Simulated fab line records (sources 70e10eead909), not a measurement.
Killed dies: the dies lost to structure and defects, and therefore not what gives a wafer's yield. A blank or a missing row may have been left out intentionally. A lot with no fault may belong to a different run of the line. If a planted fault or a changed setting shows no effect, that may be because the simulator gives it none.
fab line records | flow nandHarc
record lots=13 wafers=39 lastDay=33
route steps=1302 shown P_STI@100 P_GATE@138
lots that met no fault: taken from a fault-free run of the same line
startH: hours from the record's first day to the start of the lot's first wafer shown | waitH: how many hours have passed since the lot's step before this one | " unchanged from the row above | L1.1+2: several wafers, shown together as one row | - no value present, or no start provided | * or withheld: withheld | < > ~ a bound
route shown NAME@n: names a module that has steps shown in the file, with the first one's number in the route | usual: mean/standard deviation of fault-free wafers | same: alike in all rows | chamber/n: place in a boat | sites: per-site readings | _std_site: how widely they spread, as a standard deviation | _edge_site: mean of outer sites minus mean of inner sites | radiusMm: for every site, how far away it sits from the centre of the wafer | mask NAME#n: copy n | behind: the most recent tool/chamber to have shaped the wafer | hold: what put the lot on hold/how long, in hours/how the hold closed | device: names the non-switching transistor (n, p or np) | end of line: the route-end tests of the same wafers | step lacking rows: just its recipe | killed: at the first sort, the dies lost to defects and structure; wafer yield is something else | map: per-die view of a wafer (x killed, . not killed, _ where there is no die)
set.NAME: the setting as run; set.NAME@STEP: as run at that earlier step | model.NAME: the simulator's own value behind a step, which no gauge read
steps of the route over a sample of lots; a table a step, a row a wafer
services: a tool's chamber out of use, with start hour (startH, from the record's first day; less than 0 if before it), hours out, and reason
## steps
# step NHARC_P_STI_CMP_21
# recipe tOverpolishS=20 targetThkNm=380.67
# usual edgeZonePressureFrac=1.000/0.0047 motorCurrentA=12.7/0.75 overpolishRunS=20.000/0.0093
# columns lot.wafer tool chamber startH waitH edgeZonePressureFrac motorCurrentA overpolishRunS
L728.2 cmp-03 0 68.83 0.4 1.000 13.8 19.978
L728.4 " 1 " " 1.008 12.8 20.012
L728.5 " 2 " " 1.001 12.6 20.003
L729.2 cmp-01 3 73.99 0.4 0.996 11.6 19.983
L729.3 " 1 " " 1.001 11.8 20.004
L729.6 " 2 " " 0.998 12.8 19.986
L730.1 cmp-03 3 83.69 0.4 1.007 11.9 20.002
L730.2 " 0 " " 1.001 13.3 19.992
L730.3 " 1 " " 1.008 12.3 19.987
L733.1 cmp-03 2 114.13 0.4 1.000 12.2 19.983
L733.3 " 0 " " 1.001 13.5 19.991
L733.4 " 1 " " 1.003 12.4 19.995
L735.3 cmp-02 1 141.31 0.4 1.005 12.5 20.001
L735.6 " 0 " " 1.002 12.1 19.990
L735.5 " 1 " " 1.004 12.0 20.004
L737.4 cmp-02 0 158.36 0.4 1.007 12.0 20.007
L737.2 " 1 " " 1.007 12.6 20.006
L737.3 " 3 " " 1.002 14.0 20.010
L739.4 cmp-01 2 178.57 0.4 1.003 13.0 20.000
L739.1 " 3 " " 1.007 12.1 19.991
L739.6 " 1 " " 1.004 12.4 19.991
L745.2 cmp-02 1 231.13 0.4 0.995 13.1 20.010
L745.6 " 2 " " 0.992 13.9 19.995
L745.5 " 3 " " 0.993 14.6 19.994
L746.2 cmp-02 3 243.11 0.4 1.011 13.9 19.988
L746.4 " 0 " " 1.004 11.7 20.010
L746.5 " 2 " " 1.002 13.6 20.003
L747.1 cmp-02 1 253.87 0.4 0.997 12.9 20.003
L747.2 " 2 " " 1.002 14.1 20.001
L747.5 " 3 " " 1.008 13.3 20.001
L749.4 cmp-01 2 270.95 0.4 1.004 12.6 20.000
L749.5 " 0 " " 0.999 13.1 20.009
L749.6 " 1 " " 1.002 11.4 20.017
L750.2 cmp-01 0 283.00 0.4 1.003 12.8 20.008
L750.4 " 2 " " 0.995 12.1 19.992
L750.1 " 3 " " 0.997 12.2 20.024
L751.3 cmp-03 0 294.51 0.4 0.996 13.1 19.999
L751.1 " 1 " " 1.004 12.5 19.995
L751.5 " 0 " " 0.993 12.7 20.004
# step NHARC_P_STI_INSPECT_25
# usual rawDefectCount=218/91
# columns lot.wafer tool chamber startH waitH rawDefectCount
L728.2 defectInspect-02 - 77.63 0.4 300
L728.4 " - " " 274
L728.5 " - " " 272
L729.2 defectInspect-02 - 82.40 0.4 318
L729.3 " - " " 275
L729.6 " - " " 215
L730.1 defectInspect-02 - 91.89 0.4 204
L730.2 " - " " 109
L730.3 " - " " 151
L733.1 defectInspect-01 - 122.84 0.4 316
L733.3 " - " " 277
L733.4 " - " " 391
L735.3 defectInspect-01 - 152.03 0.4 332
L735.5 " - " " 233
L735.6 " - " " 166
L737.2 defectInspect-01 - 166.07 0.4 190
L737.3 " - " " 121
L737.4 " - " " 122
L739.1 defectInspect-02 - 186.50 0.4 238
L739.4 " - " " 241
L739.6 " - " " 278
L745.2 defectInspect-02 - 240.88 0.4 215
L745.5 " - " " 164
L745.6 " - " " 178
L746.2 defectInspect-01 - 250.93 0.4 187
L746.4 " - " " 257
L746.5 " - " " 235
L747.1 defectInspect-01 - 262.02 0.4 168
L747.2 " - " " 148
L747.5 " - " " 173
L749.4 defectInspect-01 - 281.57 0.4 174
L749.5 " - " " 155
L749.6 " - " " 134
L750.1 defectInspect-02 - 291.64 0.4 134
L750.2 " - " " 195
L750.4 " - " " 157
L751.1 defectInspect-01 - 303.18 0.4 194
L751.3 " - " " 181
L751.5 " - " " 221
# step NHARC_P_GATE_EXPOSE_23
# recipe na=1.35 targetCdNm=120 doseMj=93.91 maskId=P_GATE
# usual exposureDoseMJCm2=93.90/0.092
# columns lot.wafer tool chamber startH waitH mask exposureDoseMJCm2
L728.2 arfiScanner-03 0 101.58 - P_GATE#0 93.81
L728.4 " 0 " " P_GATE#0 93.83
L728.5 " 0 " " P_GATE#0 93.78
L729.2 arfiScanner-02 0 104.72 - P_GATE#0 93.93
L729.3 " 0 " " P_GATE#0 93.92
L729.6 " 0 " " P_GATE#0 93.80
L730.1 arfiScanner-02 0 119.01 - P_GATE#0 93.86
L730.2 " 0 " " P_GATE#0 93.83
L730.3 " 0 " " P_GATE#0 93.90
L733.1 arfiScanner-02 0 145.22 - P_GATE#0 93.68
L733.3 " 0 " " P_GATE#0 93.75
L733.4 " 0 " " P_GATE#0 93.96
L735.3 arfiScanner-01 0 178.49 - P_GATE#0 93.88
L735.5 " 0 " " P_GATE#0 94.00
L735.6 " 0 " " P_GATE#0 93.83
L737.2 arfiScanner-02 0 188.83 - P_GATE_R1#0 93.83
L737.3 " 0 " " P_GATE_R1#0 93.73
L737.4 " 0 " " P_GATE_R1#0 93.90
L739.1 arfiScanner-02 0 212.21 - P_GATE#0 93.98
L739.4 " 0 " " P_GATE#0 94.09
L739.6 " 0 " " P_GATE#0 93.95
L745.2 arfiScanner-02 0 264.27 - P_GATE#0 93.81
L745.5 " 0 " " P_GATE#0 93.91
L745.6 " 0 " " P_GATE#0 93.83
L746.2 arfiScanner-02 0 272.89 - P_GATE#0 93.84
L746.4 " 0 " " P_GATE#0 93.86
L746.5 " 0 " " P_GATE#0 93.78
L747.1 arfiScanner-03 0 284.31 - P_GATE#0 94.15
L747.2 " 0 " " P_GATE#0 94.03
L747.5 " 0 " " P_GATE#0 93.99
L749.4 arfiScanner-02 0 303.66 - P_GATE#0 93.93
L749.5 " 0 " " P_GATE#0 93.99
L749.6 " 0 " " P_GATE#0 93.94
L750.1 arfiScanner-01 0 314.30 - P_GATE#0 94.01
L750.2 " 0 " " P_GATE#0 94.03
L750.4 " 0 " " P_GATE#0 93.89
L751.1 arfiScanner-02 0 326.28 - P_GATE#0 93.91
L751.3 " 0 " " P_GATE#0 93.93
L751.5 " 0 " " P_GATE#0 93.77
# step NHARC_P_GATE_CD_MEAS_26
# recipe targetCdNm=120 landingEnergyEv=500
# usual cdNm=119.8/0.45
# columns lot.wafer tool chamber startH waitH cdNm
L728.2 cdSem-03 0 101.71 - 119.5
L728.4 " 0 " " 119.7
L728.5 " 0 " " 119.7
L729.2 cdSem-02 0 104.87 - 119.0
L729.3 " 0 " " 120.2
L729.6 " 0 " " 119.4
L730.1 cdSem-01 0 119.15 - 119.7
L730.2 " 0 " " 120.0
L730.3 " 0 " " 119.9
L733.1 cdSem-03 0 145.36 - 120.6
L733.3 " 0 " " 120.4
L733.4 " 0 " " 120.1
L735.3 cdSem-01 0 178.63 - 119.6
L735.5 " 0 " " 118.5
L735.6 " 0 " " 119.8
L737.2 cdSem-02 0 188.97 - 113.0
L737.3 " 0 " " 112.7
L737.4 " 0 " " 112.8
L739.1 cdSem-01 0 212.35 - 119.2
L739.4 " 0 " " 119.8
L739.6 " 0 " " 119.0
L745.2 cdSem-02 0 264.40 - 119.3
L745.5 " 0 " " 119.8
L745.6 " 0 " " 119.8
L746.2 cdSem-02 0 273.03 - 119.8
L746.4 " 0 " " 120.2
L746.5 " 0 " " 119.9
L747.1 cdSem-01 0 284.45 - 119.1
L747.2 " 0 " " 119.4
L747.5 " 0 " " 119.4
L749.4 cdSem-03 0 303.80 - 119.6
L749.5 " 0 " " 120.2
L749.6 " 0 " " 120.3
L750.1 cdSem-02 0 314.44 - 120.1
L750.2 " 0 " " 119.6
L750.4 " 0 " " 119.8
L751.1 cdSem-02 0 326.42 - 120.2
L751.3 " 0 " " 119.3
L751.5 " 0 " " 120.4
# step NHARC_P_GATE_CD_MEAS_46
# recipe targetCdNm=720 landingEnergyEv=500
# usual cdNm=719.9/1.3
# columns lot.wafer tool chamber startH waitH cdNm
L728.2 cdSem-01 0 113.42 - 719.3
L728.4 " 0 " " 719.7
L728.5 " 0 " " 719.3
L729.2 cdSem-03 0 116.79 - 720.2
L729.3 " 0 " " 720.2
L729.6 " 0 " " 718.5
L730.1 cdSem-03 0 131.09 - 720.2
L730.2 " 0 " " 720.8
L730.3 " 0 " " 722.1
L733.1 cdSem-02 0 157.16 - 719.9
L733.3 " 0 " " 720.3
L733.4 " 0 " " 719.0
L735.3 cdSem-03 0 190.47 - 721.1
L735.5 " 0 " " 721.0
L735.6 " 0 " " 719.8
L737.2 cdSem-02 0 200.99 - 721.9
L737.3 " 0 " " 723.6
L737.4 " 0 " " 721.0
L739.1 cdSem-03 0 227.68 - 718.2
L739.4 " 0 " " 717.3
L739.6 " 0 " " 719.5
L745.2 cdSem-03 0 276.29 - 717.7
L745.5 " 0 " " 718.4
L745.6 " 0 " " 718.5
L746.2 cdSem-01 0 284.97 - 719.8
L746.4 " 0 " " 718.5
L746.5 " 0 " " 720.8
L747.1 cdSem-01 0 296.41 - 718.1
L747.2 " 0 " " 718.8
L747.5 " 0 " " 719.1
L749.4 cdSem-01 0 315.75 - 720.1
L749.5 " 0 " " 720.4
L749.6 " 0 " " 718.4
L750.1 cdSem-02 0 328.68 - 723.5
L750.2 " 0 " " 722.5
L750.4 " 0 " " 721.9
L751.1 cdSem-03 0 338.49 - 719.9
L751.3 " 0 " " 720.1
L751.5 " 0 " " 718.9
## services
# columns tool chamber startH hours kind
cmp-01 - 46.47 0.6 repair
cmp-02 - 46.75 4.9 repair
cmp-03 - 64.00 4.0 pm
cmp-01 - 87.50 4.0 pm
cmp-02 - 104.95 3.3 repair
cmp-01 - 108.24 0.3 repair
cmp-01 - 112.49 1.5 repair
cmp-03 - 121.21 2.9 repair
cmp-03 - 132.54 1.0 repair
cmp-02 - 134.50 4.0 pm
arfiScanner-02 - 140.00 4.0 pm
arfiScanner-02 - 153.66 1.4 repair
cmp-03 - 162.00 4.0 pm
arfiScanner-02 - 174.35 4.4 repair
cmp-01 - 185.50 4.0 pm
cmp-03 - 191.23 1.3 repair
cmp-01 - 216.78 6.4 repair
cmp-02 - 231.31 0.6 repair
cmp-02 - 232.50 4.0 pm
cmp-01 - 241.88 2.2 repair
arfiScanner-02 - 269.35 0.7 repair
arfiScanner-02 - 312.00 4.0 pm
cmp-02 - 314.67 2.2 repair
cmp-02 - 317.05 0.9 repair
## key
firstSign step=NHARC_P_GATE_EXPOSE_23 reading=mask direction=changed
effect step=NHARC_P_GATE_CD_MEAS_26 reading=cdNm direction=down sigmas=16 usual=119.8 struck=112.8
metAt NHARC_P_GATE_EXPOSE_23
struckLots L737
testerLeftOut L737
notActingAt NHARC_P_STI_CMP_21,NHARC_P_STI_INSPECT_25,NHARC_P_GATE_CD_MEAS_46
onsetBetween 145.22 188.83
fault kind=wrongMask tool=any chamber=- onsetH=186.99 steps=NHARC_P_GATE_EXPOSE_23 auxCopy=P_GATE_R1#0 cdOffsetNm=-7.4436 scope=struckLotsOnly
# testerLeftOut: of these lots the tester's yield and bins aren't shown, on N5 and GAA mostly nor the transistor test; their killed dies are dies lost to structure and defects alone, not to doping, threshold or leakage, so they don't give the yield
